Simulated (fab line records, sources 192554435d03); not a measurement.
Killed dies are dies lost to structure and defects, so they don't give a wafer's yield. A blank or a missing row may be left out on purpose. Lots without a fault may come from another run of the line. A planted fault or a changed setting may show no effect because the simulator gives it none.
A struck lot beside a sound one | flow n5_finfet | 15 steps out of a route of 1938
Sound: wafers L983.3, L983.4, L983.6. Struck: wafers L998.1, L998.3, L998.6. The cause comes at the end.
At each step with rows: each side's tool, then ch and its chambers, then its first start. Under that, the readings that differ: sound wafers | struck wafers | difference of the means | sigmas: that difference in standard deviations of wafers without a fault.
alike: readings whose means differ by less than 2 such deviations, and words and numbers that are the same on both sides. not compared: withheld readings, readings that some wafer has no value for, bounds like >300 that may hide the same value, and numbers for which the record gives no deviation and whose values overlap.
The two part at a step that has a row with sigmas, a row that says differs or no value, or rows on one side only. Numbers that don't overlap but have no deviation are shown without sigmas and don't part them. A reading that every wafer of one side lacks parts them only if that side has two wafers or more.

first, 8 steps without rows for these wafers: N5_BEOL_M5_COAT_60 (time 60 s, resist thk 12 nm); N5_BEOL_M5_COAT_71 (time 60 s, resist thk 5 nm); N5_BEOL_M5_COAT_05 (resist thk 30 nm); N5_BEOL_M5_EBR_07; N5_BEOL_M5_SOFTBAKE_06 (time 60 s); N5_BEOL_M5_EXPOSE_08 (exposes mask M5, target cd 28 nm); N5_BEOL_M5_PEB_09 (peb time 60 s); N5_BEOL_M5_DEVELOP_10 (develop time 30 s).
N5_BEOL_M5_CD_MEAS_11: target cd 27.74 nm.
  sound on cd_sem-03 ch 0, day 8 16:55; struck on cd_sem-02 ch 0, day 12 06:04
  alike: cd_nm
N5_BEOL_M5_OVL_MEAS_12:
  sound on overlay-01 ch 0, day 8 16:58; struck on overlay-01 ch 0, day 12 06:06
  alike: M5_OVL
N5_BEOL_M5_INSPECT_13: inspects for defects (brightfield).
  sound on defect_inspect-02, day 8 17:00; struck on defect_inspect-01, day 12 06:10
  alike: raw_defect_count
N5_BEOL_M5_DESCUM_16: chemistry O2, time 7 s.
  sound on rie_diel-02 ch 0,1, day 8 17:02; struck on rie_diel-02 ch 0,2, day 12 06:12
  alike: chamber_pressure_mTorr, drypump_motor_current_A, oes_product_au, rf_vpp_V, showerhead_plenum_p_Torr, throttle_valve_pct
  not compared: rf_hours_counter_h
N5_BEOL_M5_ETCH_72: etches underlayer in N2/H2, target depth 6.5 nm, time 5.2 s.
  sound on rie_diel-02 ch 0,1, day 8 17:04; struck on rie_diel-02 ch 0,2, day 12 06:14
  reading      | sound             | struck            | difference | sigmas
  bias_w (W)   | 150.2 149.8 148.7 | 181.7 181.6 180.9 | +31.8      | +66
  rf_vpp_V (V) | 524 522 523       | 590 589 589       | +66        | +22
  alike: chamber_pressure_mTorr, drypump_motor_current_A, etch_rf_on_time_s, n2_flow_sccm, oes_product_au, showerhead_plenum_p_Torr, throttle_valve_pct
  not compared: rf_hours_counter_h
N5_BEOL_M5_ETCH_61: etches SiARC in CF4, target depth 15.6 nm, time 26 s.
  sound on rie_diel-02 ch 0,1, day 8 17:05; struck on rie_diel-02 ch 0,2, day 12 06:15
  alike: bias_w, chamber_pressure_mTorr, drypump_motor_current_A, etch_rf_on_time_s, oes_product_au, rf_vpp_V, showerhead_plenum_p_Torr, throttle_valve_pct
  not compared: rf_hours_counter_h
then, 1 step without rows for these wafers: N5_PASSIVATION_PROBE_49.

WHERE THEY PART
Only at N5_BEOL_M5_ETCH_72, within this record. Later steps at which nothing parts them and some readings are alike: N5_BEOL_M5_ETCH_61.

WHY: what the simulator had put in
Process parameter drift: rie_diel-02, from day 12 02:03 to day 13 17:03, at N5_BEOL_M5_ETCH_72. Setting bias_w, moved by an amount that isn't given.
